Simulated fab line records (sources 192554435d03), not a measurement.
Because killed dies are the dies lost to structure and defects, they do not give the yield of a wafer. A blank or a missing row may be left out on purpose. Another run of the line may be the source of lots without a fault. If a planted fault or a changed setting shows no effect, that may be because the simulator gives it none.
Split-lot experiment    flow n5 finfet    on a route of 1938 steps: 7 lots, 21 wafers read

ON THE SPLIT
At N5_BEOL_M13_ILD_DEP_00 (deposits SiOC from DEMS/O2, target thk 837.92 nm, time 166.4 s), the setting time s was moved away from the recipe's 166.4 s on 4 of the 21 wafers read, by -11.9% to +14.8%. All remaining wafers had this setting at the recipe value.

The file shows no step between the split and the reading.

THE READING
Values of M13_ILD_THK in nm from N5_BEOL_M13_THK_MEAS_01. A value of 840 nm with a standard deviation of 11 nm is what fault-free wafers of this fab line usually give.

wafer   tool, chamber at the split  time s as run, s  against the recipe  M13_ILD_THK, nm  against lot-mates on the recipe
L074.1  pecvd-04, 1                 166.4             recipe              834              -
L074.2  pecvd-04, 2                 166.4             recipe              829              -
L074.3  pecvd-04, 0                 146.6             -11.9%              740              -92
L079.2  pecvd-04, 0                 166.4             recipe              835              -
L079.3  pecvd-04, 2                 166.4             recipe              850              -
L079.4  pecvd-04, 0                 166.4             recipe              862              -
L080.1  pecvd-02, 2                 166.4             recipe              837              -
L080.2  pecvd-02, 0                 166.4             recipe              825              -
L080.5  pecvd-02, 1                 191.1             +14.8%              975              +144
L082.1  pecvd-02, 2                 166.4             recipe              826              -
L082.3  pecvd-02, 1                 190.1             +14.2%              951              +122
L082.4  pecvd-02, 0                 166.4             recipe              832              -
L085.1  pecvd-02, 1                 174.7             +5.0%               884              +32
L085.3  pecvd-02, 0                 166.4             recipe              836              -
L085.4  pecvd-02, 2                 166.4             recipe              868              -
L089.1  pecvd-03, 2                 166.4             recipe              850              -
L089.3  pecvd-03, 1                 166.4             recipe              828              -
L089.5  pecvd-03, 2                 166.4             recipe              857              -
L091.1  pecvd-02, 2                 166.4             recipe              823              -
L091.2  pecvd-02, 0                 166.4             recipe              825              -
L091.5  pecvd-02, 2                 166.4             recipe              837              -

THE FIT
A straight line over all 21 wafers: M13_ILD_THK changes by +8.51 nm for each +1% of time s; r = +0.96; the points scatter about the line by 13 nm.
The same after taking each lot's own level away (the mean of its wafers on the recipe; 21 wafers): +8.66 nm for each +1%; r = +0.98; scatter 10 nm.
According to that fit, moving time s by its largest amount changes the reading by 1.3e+02 nm.
The lots' own levels span 828.3 to 852.0 nm, that is 2.2 times the standard deviation above.
So the lot-to-lot level changes the slope little: the two slopes agree.
Check: +120 nm against its lot-mates is what the line predicts for one of the wafers moved furthest among these (+14.8%) when that wafer is left out of the fit. Against them it came out at +144 nm.

THE WHOLE CHAIN: every reading that the file lists as answering this split, in the file's order
step                     what it does                                                    reading                                                                              change (the file's fit)               r (the file's)
N5_BEOL_M13_ILD_DEP_00   deposits SiOC from DEMS/O2, target thk 837.92 nm, time 166.4 s  SiOC_of_BEOL_M13_ILD_DEP_00.thk nm (the simulator's own value, which no gauge read)  +8.66 nm for each +1% of the setting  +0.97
N5_BEOL_M13_THK_MEAS_01                                                                  M13_ILD_THK                                                                          +8.67 for each +1% of the setting     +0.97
N5_BEOL_M13_VIA_ETCH_16  etches SiOC in C4F8/O2/Ar, target depth 921.7 nm                etch.depth nm (the simulator's own value, which no gauge read)                       +8.66 nm for each +1% of the setting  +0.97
N5_BEOL_M13_VIA_ETCH_16  etches SiOC in C4F8/O2/Ar, target depth 921.7 nm                coat_of_BEOL_M13_COAT_04.thk nm (the simulator's own value, which no gauge read)     -2.49 nm for each +1% of the setting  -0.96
N5_BEOL_M13_STRIP_63     strips in N2/H2                                                 strip time to endpoint s                                                             withheld for each +1% of the setting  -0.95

FILE'S OWN FIT
M13_ILD_THK changes by +8.67 nm for each +1% of time s, r = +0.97.
